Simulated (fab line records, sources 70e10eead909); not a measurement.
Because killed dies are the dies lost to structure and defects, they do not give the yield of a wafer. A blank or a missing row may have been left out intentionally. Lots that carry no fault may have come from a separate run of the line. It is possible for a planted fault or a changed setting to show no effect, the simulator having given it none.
fab line records :: flow nand-harc
[record]
  lots = 14
  wafers = 42
  last-day = 25
route steps=1159 shown P_STI@91 P_GATE@138
lots that met no fault: taken from a fault-free run of the same line
start-h: start of the lot's first displayed wafer, in hours after the record's first day :: wait-h: hours elapsed since this lot's preceding step :: " unchanged from the row above :: L1.1+2: one row covering several wafers at once :: - no value present, or no start provided :: * or withheld: withheld :: < > ~ a bound
route shown NAME@n: a module of which the file shows steps, and the number in the route of the first :: usual: mean and standard deviation over wafers with no fault :: same: alike in all rows :: chamber/n: place in a boat :: sites: per-site readings :: _std_site: the values' standard deviation :: _edge_site: outer sites' mean less inner sites' :: radius-mm: how far each site lies from the wafer's centre :: mask NAME#n: copy n :: behind: the tool/chamber that last shaped the wafer :: hold: cause of the lot's hold/its duration in hours/its outcome :: device: names the non-switching transistor (n, p or np) :: end of line: tests run on the same wafers once the route is complete :: step lacking rows: just its recipe :: killed: dies that structure and defects cost at the first sort, which is not the same as the wafer's yield :: map: the dies of a wafer, with x for killed, . for not killed, _ for no die there
set.NAME: setting as actually run; set.NAME@STEP: the setting as run at that earlier step :: model.NAME: the simulator's own value behind a step, which no gauge read
the route's steps for a sample of lots (tables are steps, rows are wafers)
services: a tool's chamber out of use, with start hour (start-h, from the record's first day; less than 0 if before it), hours out, and reason
[[steps]]
[step NHARC_P_STI_CD_MEAS_16]
[usual]
  cd-nm = 198.4/2.5
lot.wafer: L612.3
tool: cd-sem-03
chamber: -
start-h: 35.63
wait-h: -
cd-nm: 192.3

lot.wafer: L612.4
tool: cd-sem-03
chamber: -
start-h: 35.63
wait-h: -
cd-nm: 198.1

lot.wafer: L612.5
tool: cd-sem-03
chamber: -
start-h: 35.63
wait-h: -
cd-nm: 197.0

lot.wafer: L613.1
tool: cd-sem-01
chamber: -
start-h: 42.74
wait-h: -
cd-nm: 198.4

lot.wafer: L613.3
tool: cd-sem-01
chamber: -
start-h: 42.74
wait-h: -
cd-nm: 202.5

lot.wafer: L613.6
tool: cd-sem-01
chamber: -
start-h: 42.74
wait-h: -
cd-nm: 198.2

lot.wafer: L614.1
tool: cd-sem-01
chamber: -
start-h: 49.93
wait-h: -
cd-nm: 197.7

lot.wafer: L614.2
tool: cd-sem-01
chamber: -
start-h: 49.93
wait-h: -
cd-nm: 199.3

lot.wafer: L614.5
tool: cd-sem-01
chamber: -
start-h: 49.93
wait-h: -
cd-nm: 199.0

lot.wafer: L615.1
tool: cd-sem-01
chamber: -
start-h: 57.38
wait-h: -
cd-nm: 203.9

lot.wafer: L615.3
tool: cd-sem-01
chamber: -
start-h: 57.38
wait-h: -
cd-nm: 202.0

lot.wafer: L615.5
tool: cd-sem-01
chamber: -
start-h: 57.38
wait-h: -
cd-nm: 198.8

lot.wafer: L617.1
tool: cd-sem-03
chamber: -
start-h: 65.58
wait-h: -
cd-nm: 199.9

lot.wafer: L617.2
tool: cd-sem-03
chamber: -
start-h: 65.58
wait-h: -
cd-nm: 201.8

lot.wafer: L617.6
tool: cd-sem-03
chamber: -
start-h: 65.58
wait-h: -
cd-nm: 200.9

lot.wafer: L618.1
tool: cd-sem-03
chamber: -
start-h: 74.64
wait-h: -
cd-nm: 192.5

lot.wafer: L618.4
tool: cd-sem-03
chamber: -
start-h: 74.64
wait-h: -
cd-nm: 197.1

lot.wafer: L618.5
tool: cd-sem-03
chamber: -
start-h: 74.64
wait-h: -
cd-nm: 199.3

lot.wafer: L620.2
tool: cd-sem-02
chamber: -
start-h: 86.26
wait-h: -
cd-nm: 196.8

lot.wafer: L620.3
tool: cd-sem-02
chamber: -
start-h: 86.26
wait-h: -
cd-nm: 197.0

lot.wafer: L620.6
tool: cd-sem-02
chamber: -
start-h: 86.26
wait-h: -
cd-nm: 195.9

lot.wafer: L623.3
tool: cd-sem-02
chamber: -
start-h: 98.20
wait-h: -
cd-nm: 196.6

lot.wafer: L623.4
tool: cd-sem-02
chamber: -
start-h: 98.20
wait-h: -
cd-nm: 195.2

lot.wafer: L623.5
tool: cd-sem-02
chamber: -
start-h: 98.20
wait-h: -
cd-nm: 199.8

lot.wafer: L622.2
tool: cd-sem-02
chamber: -
start-h: 98.26
wait-h: -
cd-nm: 197.5

lot.wafer: L622.4
tool: cd-sem-02
chamber: -
start-h: 98.26
wait-h: -
cd-nm: 198.0

lot.wafer: L622.6
tool: cd-sem-02
chamber: -
start-h: 98.26
wait-h: -
cd-nm: 200.3

lot.wafer: L626.1
tool: cd-sem-03
chamber: -
start-h: 126.20
wait-h: -
cd-nm: 199.6

lot.wafer: L626.3
tool: cd-sem-03
chamber: -
start-h: 126.20
wait-h: -
cd-nm: 198.1

lot.wafer: L626.6
tool: cd-sem-03
chamber: -
start-h: 126.20
wait-h: -
cd-nm: 196.0

lot.wafer: L630.2
tool: cd-sem-03
chamber: -
start-h: 141.96
wait-h: -
cd-nm: 199.9

lot.wafer: L630.4
tool: cd-sem-03
chamber: -
start-h: 141.96
wait-h: -
cd-nm: 194.4

lot.wafer: L630.5
tool: cd-sem-03
chamber: -
start-h: 141.96
wait-h: -
cd-nm: 196.0

lot.wafer: L629.2
tool: cd-sem-03
chamber: -
start-h: 142.11
wait-h: -
cd-nm: 197.7

lot.wafer: L629.3
tool: cd-sem-03
chamber: -
start-h: 142.11
wait-h: -
cd-nm: 199.5

lot.wafer: L629.4
tool: cd-sem-03
chamber: -
start-h: 142.11
wait-h: -
cd-nm: 197.1

lot.wafer: L633.1
tool: cd-sem-01
chamber: -
start-h: 164.69
wait-h: -
cd-nm: 198.5

lot.wafer: L633.4
tool: cd-sem-01
chamber: -
start-h: 164.69
wait-h: -
cd-nm: 199.7

lot.wafer: L633.5
tool: cd-sem-01
chamber: -
start-h: 164.69
wait-h: -
cd-nm: 196.3

lot.wafer: L634.1
tool: cd-sem-02
chamber: -
start-h: 164.85
wait-h: -
cd-nm: 197.4

lot.wafer: L634.2
tool: cd-sem-02
chamber: -
start-h: 164.85
wait-h: -
cd-nm: 201.5

lot.wafer: L634.4
tool: cd-sem-02
chamber: -
start-h: 164.85
wait-h: -
cd-nm: 197.3
[step NHARC_P_STI_INSPECT_25]
[usual]
  raw-defect-count = 218/87
lot.wafer: L612.3
tool: defect-inspect-02
chamber: -
start-h: 65.30
wait-h: 0.4
raw-defect-count: 252

lot.wafer: L612.4
tool: defect-inspect-02
chamber: -
start-h: 65.30
wait-h: 0.4
raw-defect-count: 208

lot.wafer: L612.5
tool: defect-inspect-02
chamber: -
start-h: 65.30
wait-h: 0.4
raw-defect-count: 256

lot.wafer: L613.1
tool: defect-inspect-02
chamber: -
start-h: 74.63
wait-h: 0.4
raw-defect-count: 261

lot.wafer: L613.3
tool: defect-inspect-02
chamber: -
start-h: 74.63
wait-h: 0.4
raw-defect-count: 132

lot.wafer: L613.6
tool: defect-inspect-02
chamber: -
start-h: 74.63
wait-h: 0.4
raw-defect-count: 133

lot.wafer: L614.1
tool: defect-inspect-02
chamber: -
start-h: 81.99
wait-h: 0.4
raw-defect-count: 250

lot.wafer: L614.2
tool: defect-inspect-02
chamber: -
start-h: 81.99
wait-h: 0.4
raw-defect-count: 118

lot.wafer: L614.5
tool: defect-inspect-02
chamber: -
start-h: 81.99
wait-h: 0.4
raw-defect-count: 423

lot.wafer: L615.1
tool: defect-inspect-02
chamber: -
start-h: 93.88
wait-h: 0.4
raw-defect-count: 136

lot.wafer: L615.3
tool: defect-inspect-02
chamber: -
start-h: 93.88
wait-h: 0.4
raw-defect-count: 183

lot.wafer: L615.5
tool: defect-inspect-02
chamber: -
start-h: 93.88
wait-h: 0.4
raw-defect-count: 186

lot.wafer: L617.1
tool: defect-inspect-02
chamber: -
start-h: 93.89
wait-h: 0.4
raw-defect-count: 241

lot.wafer: L617.2
tool: defect-inspect-02
chamber: -
start-h: 93.89
wait-h: 0.4
raw-defect-count: 147

lot.wafer: L617.6
tool: defect-inspect-02
chamber: -
start-h: 93.89
wait-h: 0.4
raw-defect-count: 111

lot.wafer: L618.1
tool: defect-inspect-02
chamber: -
start-h: 114.32
wait-h: 0.4
raw-defect-count: 266

lot.wafer: L618.4
tool: defect-inspect-02
chamber: -
start-h: 114.32
wait-h: 0.4
raw-defect-count: 247

lot.wafer: L618.5
tool: defect-inspect-02
chamber: -
start-h: 114.32
wait-h: 0.4
raw-defect-count: 152

lot.wafer: L620.2
tool: defect-inspect-02
chamber: -
start-h: 125.96
wait-h: 0.4
raw-defect-count: 148

lot.wafer: L620.3
tool: defect-inspect-02
chamber: -
start-h: 125.96
wait-h: 0.4
raw-defect-count: 132

lot.wafer: L620.6
tool: defect-inspect-02
chamber: -
start-h: 125.96
wait-h: 0.4
raw-defect-count: 304

lot.wafer: L622.2
tool: defect-inspect-01
chamber: -
start-h: 153.18
wait-h: 0.4
raw-defect-count: 150

lot.wafer: L622.4
tool: defect-inspect-01
chamber: -
start-h: 153.18
wait-h: 0.4
raw-defect-count: 213

lot.wafer: L622.6
tool: defect-inspect-01
chamber: -
start-h: 153.18
wait-h: 0.4
raw-defect-count: 194

lot.wafer: L623.3
tool: defect-inspect-01
chamber: -
start-h: 153.18
wait-h: 0.4
raw-defect-count: 200

lot.wafer: L623.4
tool: defect-inspect-01
chamber: -
start-h: 153.18
wait-h: 0.4
raw-defect-count: 209

lot.wafer: L623.5
tool: defect-inspect-01
chamber: -
start-h: 153.18
wait-h: 0.4
raw-defect-count: 93

lot.wafer: L630.2
tool: defect-inspect-01
chamber: -
start-h: 171.02
wait-h: 0.4
raw-defect-count: 217

lot.wafer: L630.4
tool: defect-inspect-01
chamber: -
start-h: 171.02
wait-h: 0.4
raw-defect-count: 187

lot.wafer: L630.5
tool: defect-inspect-01
chamber: -
start-h: 171.02
wait-h: 0.4
raw-defect-count: 197

lot.wafer: L626.1
tool: defect-inspect-02
chamber: -
start-h: 171.02
wait-h: 0.4
raw-defect-count: 272

lot.wafer: L626.3
tool: defect-inspect-02
chamber: -
start-h: 171.02
wait-h: 0.4
raw-defect-count: 265

lot.wafer: L626.6
tool: defect-inspect-02
chamber: -
start-h: 171.02
wait-h: 0.4
raw-defect-count: 236

lot.wafer: L629.2
tool: defect-inspect-02
chamber: -
start-h: 171.04
wait-h: 0.4
raw-defect-count: 321

lot.wafer: L629.3
tool: defect-inspect-02
chamber: -
start-h: 171.04
wait-h: 0.4
raw-defect-count: 319

lot.wafer: L629.4
tool: defect-inspect-02
chamber: -
start-h: 171.04
wait-h: 0.4
raw-defect-count: 305

lot.wafer: L633.1
tool: defect-inspect-01
chamber: -
start-h: 192.96
wait-h: 0.4
raw-defect-count: 293

lot.wafer: L633.4
tool: defect-inspect-01
chamber: -
start-h: 192.96
wait-h: 0.4
raw-defect-count: 187

lot.wafer: L633.5
tool: defect-inspect-01
chamber: -
start-h: 192.96
wait-h: 0.4
raw-defect-count: 260

lot.wafer: L634.1
tool: defect-inspect-02
chamber: -
start-h: 192.96
wait-h: 0.4
raw-defect-count: 415

lot.wafer: L634.2
tool: defect-inspect-02
chamber: -
start-h: 192.96
wait-h: 0.4
raw-defect-count: 234

lot.wafer: L634.4
tool: defect-inspect-02
chamber: -
start-h: 192.96
wait-h: 0.4
raw-defect-count: 499
[step NHARC_P_GATE_EXPOSE_23]
[recipe]
  na = 1.35
  target-cd-nm = 120
  dose-mj = 93.91
  mask-id = P_GATE
lot.wafer: L612.3+4+5
tool: arfi-scanner-01
chamber: 0
start-h: 86.82
wait-h: -
mask: P_GATE#0

lot.wafer: L613.1+3+6
tool: arfi-scanner-02
chamber: 0
start-h: 97.49
wait-h: -
mask: P_GATE#0

lot.wafer: L614.1+2+5
tool: arfi-scanner-02
chamber: 0
start-h: 106.17
wait-h: -
mask: P_GATE#0

lot.wafer: L615.1+3+5
tool: arfi-scanner-02
chamber: 0
start-h: 118.51
wait-h: -
mask: P_GATE#0

lot.wafer: L617.1+2+6
tool: arfi-scanner-01
chamber: 0
start-h: 118.91
wait-h: -
mask: P_GATE#0

lot.wafer: L618.1+4+5
tool: arfi-scanner-01
chamber: 0
start-h: 137.08
wait-h: -
mask: P_GATE#0

lot.wafer: L620.2+3+6
tool: arfi-scanner-03
chamber: 0
start-h: 148.99
wait-h: -
mask: P_GATE#0

lot.wafer: L623.3+4+5
tool: arfi-scanner-01
chamber: 0
start-h: 181.86
wait-h: -
mask: P_GATE#0

lot.wafer: L622.2+4+6
tool: arfi-scanner-03
chamber: 0
start-h: 182.38
wait-h: -
mask: P_GATE#0

lot.wafer: L626.1+3+6
tool: arfi-scanner-01
chamber: 0
start-h: 194.71
wait-h: -
mask: P_GATE#0

lot.wafer: L629.2+3+4
tool: arfi-scanner-03
chamber: 0
start-h: 194.87
wait-h: -
mask: P_GATE#0

lot.wafer: L630.2+4+5
tool: arfi-scanner-03
chamber: 0
start-h: 195.54
wait-h: -
mask: P_GATE#0

lot.wafer: L633.1+4+5
tool: arfi-scanner-02
chamber: 0
start-h: 214.82
wait-h: -
mask: P_GATE#0

lot.wafer: L634.1+2+4
tool: arfi-scanner-01
chamber: 0
start-h: 214.97
wait-h: -
mask: P_GATE#0
[step NHARC_P_GATE_CD_MEAS_26]
[recipe]
  target-cd-nm = 120
  landing-energy-ev = 500
[usual]
  cd-nm = 119.9/0.57
lot.wafer: L612.3
tool: cd-sem-02
chamber: 0
start-h: 86.95
wait-h: -
cd-nm: 119.7

lot.wafer: L612.4
tool: cd-sem-02
chamber: 0
start-h: 86.95
wait-h: -
cd-nm: 120.7

lot.wafer: L612.5
tool: cd-sem-02
chamber: 0
start-h: 86.95
wait-h: -
cd-nm: 119.2

lot.wafer: L613.1
tool: cd-sem-03
chamber: 0
start-h: 97.63
wait-h: -
cd-nm: 120.3

lot.wafer: L613.3
tool: cd-sem-03
chamber: 0
start-h: 97.63
wait-h: -
cd-nm: 120.2

lot.wafer: L613.6
tool: cd-sem-03
chamber: 0
start-h: 97.63
wait-h: -
cd-nm: 119.4

lot.wafer: L614.1
tool: cd-sem-02
chamber: 0
start-h: 106.31
wait-h: -
cd-nm: 119.6

lot.wafer: L614.2
tool: cd-sem-02
chamber: 0
start-h: 106.31
wait-h: -
cd-nm: 120.3

lot.wafer: L614.5
tool: cd-sem-02
chamber: 0
start-h: 106.31
wait-h: -
cd-nm: 119.7

lot.wafer: L615.1
tool: cd-sem-02
chamber: 0
start-h: 118.65
wait-h: -
cd-nm: 119.4

lot.wafer: L615.3
tool: cd-sem-02
chamber: 0
start-h: 118.65
wait-h: -
cd-nm: 119.2

lot.wafer: L615.5
tool: cd-sem-02
chamber: 0
start-h: 118.65
wait-h: -
cd-nm: 119.8

lot.wafer: L617.1
tool: cd-sem-01
chamber: 0
start-h: 119.05
wait-h: -
cd-nm: 120.7

lot.wafer: L617.2
tool: cd-sem-01
chamber: 0
start-h: 119.05
wait-h: -
cd-nm: 120.2

lot.wafer: L617.6
tool: cd-sem-01
chamber: 0
start-h: 119.05
wait-h: -
cd-nm: 120.1

lot.wafer: L618.1
tool: cd-sem-02
chamber: 0
start-h: 137.22
wait-h: -
cd-nm: 119.3

lot.wafer: L618.4
tool: cd-sem-02
chamber: 0
start-h: 137.22
wait-h: -
cd-nm: 119.7

lot.wafer: L618.5
tool: cd-sem-02
chamber: 0
start-h: 137.22
wait-h: -
cd-nm: 119.2

lot.wafer: L620.2
tool: cd-sem-02
chamber: 0
start-h: 149.13
wait-h: -
cd-nm: 119.9

lot.wafer: L620.3
tool: cd-sem-02
chamber: 0
start-h: 149.13
wait-h: -
cd-nm: 119.5

lot.wafer: L620.6
tool: cd-sem-02
chamber: 0
start-h: 149.13
wait-h: -
cd-nm: 119.6

lot.wafer: L623.3
tool: cd-sem-01
chamber: 0
start-h: 182.00
wait-h: -
cd-nm: 119.0

lot.wafer: L623.4
tool: cd-sem-01
chamber: 0
start-h: 182.00
wait-h: -
cd-nm: 119.9

lot.wafer: L623.5
tool: cd-sem-01
chamber: 0
start-h: 182.00
wait-h: -
cd-nm: 120.1

lot.wafer: L622.2
tool: cd-sem-03
chamber: 0
start-h: 182.52
wait-h: -
cd-nm: 120.0

lot.wafer: L622.4
tool: cd-sem-03
chamber: 0
start-h: 182.52
wait-h: -
cd-nm: 119.2

lot.wafer: L622.6
tool: cd-sem-03
chamber: 0
start-h: 182.52
wait-h: -
cd-nm: 119.6

lot.wafer: L626.1
tool: cd-sem-02
chamber: 0
start-h: 194.85
wait-h: -
cd-nm: 118.6

lot.wafer: L626.3
tool: cd-sem-02
chamber: 0
start-h: 194.85
wait-h: -
cd-nm: 119.9

lot.wafer: L626.6
tool: cd-sem-02
chamber: 0
start-h: 194.85
wait-h: -
cd-nm: 119.6

lot.wafer: L629.2
tool: cd-sem-02
chamber: 0
start-h: 195.01
wait-h: -
cd-nm: 107.2

lot.wafer: L629.3
tool: cd-sem-02
chamber: 0
start-h: 195.01
wait-h: -
cd-nm: 118.2

lot.wafer: L629.4
tool: cd-sem-02
chamber: 0
start-h: 195.01
wait-h: -
cd-nm: 110.5

lot.wafer: L630.2
tool: cd-sem-03
chamber: 0
start-h: 195.68
wait-h: -
cd-nm: 106.9

lot.wafer: L630.4
tool: cd-sem-03
chamber: 0
start-h: 195.68
wait-h: -
cd-nm: 114.6

lot.wafer: L630.5
tool: cd-sem-03
chamber: 0
start-h: 195.68
wait-h: -
cd-nm: 111.2

lot.wafer: L633.1
tool: cd-sem-03
chamber: 0
start-h: 214.96
wait-h: -
cd-nm: 119.9

lot.wafer: L633.4
tool: cd-sem-03
chamber: 0
start-h: 214.96
wait-h: -
cd-nm: 120.0

lot.wafer: L633.5
tool: cd-sem-03
chamber: 0
start-h: 214.96
wait-h: -
cd-nm: 120.0

lot.wafer: L634.1
tool: cd-sem-01
chamber: 0
start-h: 215.11
wait-h: -
cd-nm: 120.5

lot.wafer: L634.2
tool: cd-sem-01
chamber: 0
start-h: 215.11
wait-h: -
cd-nm: 119.9

lot.wafer: L634.4
tool: cd-sem-01
chamber: 0
start-h: 215.11
wait-h: -
cd-nm: 120.0
[step NHARC_P_GATE_ALD_36]
[recipe]
  target-thk-a = 200
  pulse-time-s = 60
  ald-cycles = 223
  temp-c = 400
  material = SiNx
[usual]
  heater-power-w = 833/67
  precursor-pulse-height-rel = 1.000/0.021
lot.wafer: L612.3
tool: ald-sin-04
chamber: 0
start-h: 89.61
wait-h: -
heater-power-w: 737
precursor-pulse-height-rel: 1.014

lot.wafer: L612.4
tool: ald-sin-04
chamber: 1
start-h: 90.64
wait-h: -
heater-power-w: 928
precursor-pulse-height-rel: 1.017

lot.wafer: L612.5
tool: ald-sin-04
chamber: 0
start-h: 93.76
wait-h: -
heater-power-w: 742
precursor-pulse-height-rel: 1.021

lot.wafer: L613.3
tool: ald-sin-03
chamber: 3
start-h: 100.25
wait-h: -
heater-power-w: 790
precursor-pulse-height-rel: 0.972

lot.wafer: L613.1
tool: ald-sin-03
chamber: 0
start-h: 101.29
wait-h: -
heater-power-w: 950
precursor-pulse-height-rel: 1.042

lot.wafer: L613.6
tool: ald-sin-03
chamber: 2
start-h: 103.38
wait-h: -
heater-power-w: 776
precursor-pulse-height-rel: 0.985

lot.wafer: L614.2
tool: ald-sin-04
chamber: 3
start-h: 108.69
wait-h: -
heater-power-w: 748
precursor-pulse-height-rel: 0.981

lot.wafer: L614.1
tool: ald-sin-04
chamber: 2
start-h: 111.54
wait-h: -
heater-power-w: 879
precursor-pulse-height-rel: 1.005

lot.wafer: L614.5
tool: ald-sin-04
chamber: 1
start-h: 114.38
wait-h: -
heater-power-w: 888
precursor-pulse-height-rel: 0.992

lot.wafer: L617.2
tool: ald-sin-01
chamber: 3
start-h: 120.49
wait-h: -
heater-power-w: 838
precursor-pulse-height-rel: 1.026

lot.wafer: L617.1
tool: ald-sin-01
chamber: 2
start-h: 123.69
wait-h: -
heater-power-w: 759
precursor-pulse-height-rel: 1.021

lot.wafer: L617.6
tool: ald-sin-01
chamber: 3
start-h: 124.76
wait-h: -
heater-power-w: 826
precursor-pulse-height-rel: 0.991

lot.wafer: L615.1
tool: ald-sin-03
chamber: 1
start-h: 120.56
wait-h: -
heater-power-w: 877
precursor-pulse-height-rel: 0.973

lot.wafer: L615.3
tool: ald-sin-03
chamber: 0
start-h: 123.40
wait-h: -
heater-power-w: 927
precursor-pulse-height-rel: 1.002

lot.wafer: L615.5
tool: ald-sin-03
chamber: 0
start-h: 127.67
wait-h: -
heater-power-w: 925
precursor-pulse-height-rel: 1.013

lot.wafer: L618.1
tool: ald-sin-03
chamber: 0
start-h: 138.92
wait-h: -
heater-power-w: 918
precursor-pulse-height-rel: 1.007

lot.wafer: L618.5
tool: ald-sin-03
chamber: 0
start-h: 143.14
wait-h: -
heater-power-w: 923
precursor-pulse-height-rel: 0.988

lot.wafer: L618.4
tool: ald-sin-03
chamber: 1
start-h: 144.55
wait-h: -
heater-power-w: 863
precursor-pulse-height-rel: 0.988

lot.wafer: L620.3
tool: ald-sin-03
chamber: 0
start-h: 150.96
wait-h: -
heater-power-w: 916
precursor-pulse-height-rel: 0.983

lot.wafer: L620.2
tool: ald-sin-03
chamber: 3
start-h: 154.18
wait-h: -
heater-power-w: 752
precursor-pulse-height-rel: 1.002

lot.wafer: L620.6
tool: ald-sin-03
chamber: 1
start-h: 156.33
wait-h: -
heater-power-w: 876
precursor-pulse-height-rel: 0.970

lot.wafer: L622.4
tool: ald-sin-03
chamber: 3
start-h: 184.06
wait-h: -
heater-power-w: 765
precursor-pulse-height-rel: 1.003

lot.wafer: L622.2
tool: ald-sin-03
chamber: 0
start-h: 185.11
wait-h: -
heater-power-w: 914
precursor-pulse-height-rel: 0.959

lot.wafer: L622.6
tool: ald-sin-03
chamber: 0
start-h: 189.33
wait-h: -
heater-power-w: 965
precursor-pulse-height-rel: 1.018

lot.wafer: L623.3
tool: ald-sin-01
chamber: 0
start-h: 186.26
wait-h: -
heater-power-w: 893
precursor-pulse-height-rel: 0.980

lot.wafer: L623.4
tool: ald-sin-01
chamber: 3
start-h: 189.08
wait-h: -
heater-power-w: 858
precursor-pulse-height-rel: 0.992

lot.wafer: L623.5
tool: ald-sin-01
chamber: 0
start-h: 190.49
wait-h: -
heater-power-w: 920
precursor-pulse-height-rel: 1.004

lot.wafer: L626.1
tool: ald-sin-03
chamber: 1
start-h: 197.33
wait-h: -
heater-power-w: 867
precursor-pulse-height-rel: 1.021

lot.wafer: L626.3
tool: ald-sin-03
chamber: 0
start-h: 200.54
wait-h: -
heater-power-w: 948
precursor-pulse-height-rel: 0.982

lot.wafer: L626.6
tool: ald-sin-03
chamber: 1
start-h: 201.61
wait-h: -
heater-power-w: 886
precursor-pulse-height-rel: 0.986

lot.wafer: L629.4
tool: ald-sin-01
chamber: 2
start-h: 197.49
wait-h: -
heater-power-w: 787
precursor-pulse-height-rel: 0.988

lot.wafer: L629.2
tool: ald-sin-01
chamber: 0
start-h: 199.60
wait-h: -
heater-power-w: 925
precursor-pulse-height-rel: 0.986

lot.wafer: L629.3
tool: ald-sin-01
chamber: 1
start-h: 200.66
wait-h: -
heater-power-w: 790
precursor-pulse-height-rel: 0.985

lot.wafer: L630.2
tool: ald-sin-01
chamber: 3
start-h: 205.94
wait-h: -
heater-power-w: 839
precursor-pulse-height-rel: 1.021

lot.wafer: L630.4
tool: ald-sin-01
chamber: 0
start-h: 206.99
wait-h: -
heater-power-w: 915
precursor-pulse-height-rel: 1.022

lot.wafer: L630.5
tool: ald-sin-01
chamber: 1
start-h: 208.04
wait-h: -
heater-power-w: 784
precursor-pulse-height-rel: 1.017

lot.wafer: L633.1
tool: ald-sin-04
chamber: 0
start-h: 216.64
wait-h: -
heater-power-w: 811
precursor-pulse-height-rel: 1.001

lot.wafer: L633.4
tool: ald-sin-04
chamber: 2
start-h: 218.78
wait-h: -
heater-power-w: 882
precursor-pulse-height-rel: 1.020

lot.wafer: L633.5
tool: ald-sin-04
chamber: 1
start-h: 221.99
wait-h: -
heater-power-w: 929
precursor-pulse-height-rel: 1.025

lot.wafer: L634.2
tool: ald-sin-03
chamber: 0
start-h: 218.56
wait-h: -
heater-power-w: 906
precursor-pulse-height-rel: 0.967

lot.wafer: L634.4
tool: ald-sin-03
chamber: 1
start-h: 219.63
wait-h: -
heater-power-w: 904
precursor-pulse-height-rel: 0.996

lot.wafer: L634.1
tool: ald-sin-03
chamber: 2
start-h: 220.70
wait-h: -
heater-power-w: 777
precursor-pulse-height-rel: 1.003
[[services]]
tool: ald-sin-03
chamber: 3
start-h: 64.42
hours: 3.3
kind: repair

tool: arfi-scanner-02
chamber: -
start-h: 84.00
hours: 4.0
kind: pm

tool: arfi-scanner-03
chamber: -
start-h: 91.23
hours: 32.5
kind: repair

tool: ald-sin-01
chamber: 3
start-h: 93.34
hours: 8.0
kind: repair

tool: arfi-scanner-02
chamber: 0
start-h: 99.20
hours: -
kind: calibration

tool: ald-sin-04
chamber: 0
start-h: 101.81
hours: 11.2
kind: repair

tool: ald-sin-03
chamber: 0
start-h: 105.47
hours: 10.0
kind: vent-cycle

tool: ald-sin-03
chamber: 0
start-h: 115.47
hours: -
kind: clean

tool: ald-sin-03
chamber: 1
start-h: 115.47
hours: -
kind: clean

tool: ald-sin-03
chamber: 2
start-h: 115.47
hours: -
kind: clean

tool: ald-sin-03
chamber: 3
start-h: 115.47
hours: -
kind: clean

tool: ald-sin-04
chamber: 0
start-h: 116.94
hours: 13.4
kind: repair

tool: ald-sin-03
chamber: 3
start-h: 117.51
hours: 4.5
kind: repair

tool: ald-sin-01
chamber: 1
start-h: 130.08
hours: 4.4
kind: repair

tool: ald-sin-03
chamber: 3
start-h: 135.26
hours: 11.1
kind: repair

tool: arfi-scanner-03
chamber: -
start-h: 140.00
hours: 4.0
kind: pm

tool: ald-sin-01
chamber: 3
start-h: 145.07
hours: 10.0
kind: vent-cycle

tool: ald-sin-01
chamber: 0
start-h: 155.07
hours: -
kind: clean

tool: ald-sin-01
chamber: 1
start-h: 155.07
hours: -
kind: clean

tool: ald-sin-03
chamber: -
start-h: 165.68
hours: 0.9
kind: repair

tool: ald-sin-01
chamber: 1
start-h: 171.15
hours: 16.4
kind: repair

tool: arfi-scanner-01
chamber: -
start-h: 196.00
hours: 4.0
kind: pm

tool: arfi-scanner-01
chamber: 0
start-h: 213.73
hours: -
kind: calibration

tool: arfi-scanner-01
chamber: -
start-h: 220.27
hours: 2.3
kind: repair
[[key]]
[first-sign]
  step = NHARC_P_GATE_CD_MEAS_26
  reading = cd-nm
  direction = down
  sigmas = 15
  usual = 119.9
  struck = 111.4
effect none on later readings
met-at NHARC_P_GATE_EXPOSE_23
struck-lots L629,L630
sort-left-out L629.2,L629.3,L629.4,L630.2,L630.4,L630.5
tester-left-out L629,L630
not-acting-at NHARC_P_STI_CD_MEAS_16,NHARC_P_STI_INSPECT_25,NHARC_P_GATE_ALD_36
onset-between 182.38 194.87
[fault]
  kind = process-parameter-drift
  tool = arfi-scanner-03
  chamber = -
  onset-h = 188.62
  steps = NHARC_P_GATE_EXPOSE_23
  channel = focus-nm
  offset = 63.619
  spread-by-wafer = 0.3
  shape = step
  end-h = 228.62
// tester-left-out: of these lots the tester's yield and bins aren't shown, on N5 and GAA mostly nor the transistor test; their killed dies are dies lost to structure and defects alone, not to doping, threshold or leakage, so they don't give the yield
// sort-left-out: the simulated sort isn't trusted on such a fault, so these wafers' sort isn't shown, and their yield isn't known
